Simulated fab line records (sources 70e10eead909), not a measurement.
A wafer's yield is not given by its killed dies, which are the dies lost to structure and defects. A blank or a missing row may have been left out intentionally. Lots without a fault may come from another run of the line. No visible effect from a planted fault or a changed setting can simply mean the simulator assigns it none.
Chamber matching	flow nandHarc	NHARC_A_STAIRCASE_DESCUM_270 on rieDiel-03 has 4 sister chambers
The step chemistry O2, time 3 s. 4 wafers are shown with their chamber, then 10 later ones without.

WAFERS WITH THEIR CHAMBER
wafer	chamber	showerheadPlenumPTorr (Torr)
L089.1	1	1.86
L089.3	2	2.02
L091.1	0	1.88
L091.2	3	1.99

WAFERS WITH NO CHAMBER GIVEN
wafer	showerheadPlenumPTorr (Torr)
L091.4	2.02
L092.1	2.02
L092.3	1.98
L092.5	2.02
L092.2	1.88
L092.4	1.86
L092.6	1.98
L094.1	1.86
L094.2	1.98
L094.3	2.02

EACH ONE'S CHAMBER
wafer	from the rows above	in truth
L091.4	2	2
L092.1	2	2
L092.3	3	3
L092.5	2	2
L092.2	0	0
L092.4	1	1
L092.6	3	3
L094.1	1	1
L094.2	3	3
L094.3	2	2
Placed correctly: 10 of 10. From these rows, 0 cannot be placed. Wrongly placed: 0.
How it was worked out, from the rows above alone: a wafer's distance from a chamber is the root of the sum, over the readings, of the square of ((its reading less the chamber's mean) divided by the reading's scatter). If the next closest chamber is less than 2 further off than the closest, the wafer can't be placed; otherwise it belongs to the closest. Each chamber's mean is taken over the wafers shown for it. The scatter: root of mean squared gap, hidden wafer to nearest shown wafer, with one shown wafer a chamber.
